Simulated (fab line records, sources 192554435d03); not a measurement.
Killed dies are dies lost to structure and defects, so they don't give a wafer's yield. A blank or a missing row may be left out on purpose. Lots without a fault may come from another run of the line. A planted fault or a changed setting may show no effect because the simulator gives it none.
A struck lot beside a sound one | flow n5_finfet | 29 steps out of a route of 1938
Sound: wafers L598.2, L598.3, L598.6. Struck: wafer L604.1. (L604.3, L604.4 of the same lot were not struck and are left out.) The cause comes at the end.
At each step with rows: each side's tool, then ch and its chambers, then its first start. Under that, the readings that differ: sound wafers | struck wafers | difference of the means | sigmas: that difference in standard deviations of wafers without a fault.
alike: readings whose means differ by less than 2 such deviations, and words and numbers that are the same on both sides. not compared: withheld readings, readings that some wafer has no value for, bounds like >300 that may hide the same value, and numbers for which the record gives no deviation and whose values overlap.
The two part at a step that has a row with sigmas, a row that says differs or no value, or rows on one side only. Numbers that don't overlap but have no deviation are shown without sigmas and don't part them. A reading that every wafer of one side lacks parts them only if that side has two wafers or more.

first, 7 steps without rows for these wafers: N5_FIN_CUT_COAT_29 (time 60 s, resist thk 10 nm); N5_FIN_CUT_COAT_02 (resist thk 30 nm); N5_FIN_CUT_EBR_04; N5_FIN_CUT_SOFTBAKE_03 (time 60 s); N5_FIN_CUT_EXPOSE_05 (exposes mask FIN CUT); N5_FIN_CUT_PEB_06 (peb time 60 s); N5_FIN_CUT_DEVELOP_07 (develop time 30 s).
N5_FIN_CUT_CD_MEAS_08: target cd 29.1 nm.
  sound on cd_sem-02 ch 0, day 3 03:20; struck on cd_sem-01 ch 0, day 4 15:35
  alike: cd_nm
N5_FIN_CUT_OVL_MEAS_09:
  sound on overlay-02 ch 0, day 3 03:23; struck on overlay-02 ch 0, day 4 15:37
  alike: FIN_CUT_OVL
N5_FIN_CUT_INSPECT_10: inspects for defects (brightfield).
  sound on defect_inspect-01, day 3 03:26; struck on defect_inspect-01, day 4 15:40
  alike: raw_defect_count
then, 2 steps without rows for these wafers: N5_FIN_CUT_DESCUM_13 (chemistry O2, time 7 s); N5_FIN_CUT_ETCH_30 (etches underlayer in N2/H2, target depth 13 nm, time 10.4 s).
N5_FIN_CUT_ETCH_20: etches SiARC in CF4, target depth 26 nm, time 43.3 s.
  sound on rie_diel-05 ch 1,2,3, day 3 03:31; struck on rie_diel-02 ch 2, day 4 15:46
  alike: drypump_motor_current_A, etch_rf_on_time_s, mfc_ar_sccm, oes_product_au, rf_vpp_V, showerhead_plenum_p_Torr, throttle_valve_pct
  not compared: rf_hours_counter_h
N5_FIN_CUT_ETCH_21: etches SOC in N2/H2, target depth 219 nm, overetch 43.8 nm, time 523.5 s.
  sound on rie_diel-05 ch 1,2,3, day 3 03:34; struck on rie_diel-02 ch 2, day 4 15:48
  alike: drypump_motor_current_A, oes_product_au, rf_vpp_V, showerhead_plenum_p_Torr, throttle_valve_pct
  not compared: rf_hours_counter_h
then, 2 steps without rows for these wafers: N5_FIN_CUT_STRIP_23 (strips in N2/H2); N5_FIN_CUT_STRIP_31 (strips in N2/H2).
N5_FIN_CUT_STRIP_24: strips in CF4.
  sound on rie_diel-05 ch 1,2,3, day 3 03:53; struck on rie_diel-02 ch 2, day 4 16:07
  alike: drypump_motor_current_A, oes_product_au, rf_vpp_V, showerhead_plenum_p_Torr, throttle_valve_pct
  not compared: rf_hours_counter_h
then, 1 step without rows for these wafers: N5_FIN_CUT_CUT_ETCH_26 (etches SiNx in CH3F/O2, target depth 39 nm, time 55.7 s).
N5_FIN_CUT_CUT_ETCH_27: etches SiO2 in CHF3/O2, target depth 4 nm, overetch 2 nm, time 4.9 s.
  sound on rie_diel-05 ch 1,2,3, day 3 03:57; struck on rie_diel-02 ch 2, day 4 16:11
  reading            | sound             | struck | difference | sigmas
  mfc_ar_sccm (sccm) | 199.8 199.5 199.8 | 200.9  | +1.2       | +2
  alike: drypump_motor_current_A, oes_product_au, rf_vpp_V, showerhead_plenum_p_Torr, throttle_valve_pct
  not compared: rf_hours_counter_h
then, 3 steps without rows for these wafers: N5_FIN_CUT_PRECLEAN_35 (cleans in vHF, time 13.3 s); N5_FIN_CUT_CUT_ETCH_15 (etches Si in HBr/Cl2/O2, target depth 100 nm, bt time 10 s, time 42.4 s); N5_FIN_CUT_CUT_ETCH_28 (etches Si in HBr/Cl2/O2, target depth 6 nm, time 2.4 s).
N5_FIN_CUT_STRIP_22: strips in N2/H2.
  sound on rie_diel-05 ch 1,2, day 3 04:13; struck on rie_diel-02 ch 1, day 4 16:28
  reading               | sound          | struck | difference | sigmas
  oes_product_au (a.u.) | 0.98 0.77 0.99 | 0.70   | -0.21      | -3
  alike: drypump_motor_current_A, rf_vpp_V, showerhead_plenum_p_Torr, throttle_valve_pct
  not compared: rf_hours_counter_h
then, 3 steps without rows for these wafers: N5_FIN_CUT_PRECLEAN_36 (cleans in O3/DIW, time 60 s); N5_FIN_CUT_SRD_32 (time 30 s); N5_FIN_CUT_UV_OZONE_34 (time 120 s).
N5_FIN_CUT_INSPECT_17: inspects for defects (brightfield).
  sound on defect_inspect-02, day 3 04:23; struck on defect_inspect-02, day 4 16:37
  reading          | sound       | struck | difference | sigmas
  raw_defect_count | 211 211 338 | 651    | +398       | +6
N5_STI_FIN_REVEAL_ALD_00: deposits SiO2, target thk 1 nm, pulse time 1 s.
  sound on ald_sin-01 ch 2,3, day 3 04:25; struck on ald_sin-04 ch 0, day 4 17:12
  reading                  | sound       | struck | difference | sigmas
  heater_power_outer_w (W) | 246 309 298 | 204    | -80        | -3
  heater_power_w (W)       | 450 548 576 | 393    | -132       | -3
  alike: precursor_pulse_height_rel
-- the record jumps here: 11 days lie between the struck wafers' starts before and after (it left off in module STI_FIN_REVEAL and takes up again in module PASSIVATION, whose first step shown is number 1936 of the route) --
N5_PASSIVATION_PROBE_49:
  the record has rows for the struck wafers here (prober-02, day 15 19:52) and none for the sound ones

WHERE THEY PART
First at N5_FIN_CUT_CUT_ETCH_27; last, within this record, at N5_PASSIVATION_PROBE_49.

WHY: what the simulator had put in
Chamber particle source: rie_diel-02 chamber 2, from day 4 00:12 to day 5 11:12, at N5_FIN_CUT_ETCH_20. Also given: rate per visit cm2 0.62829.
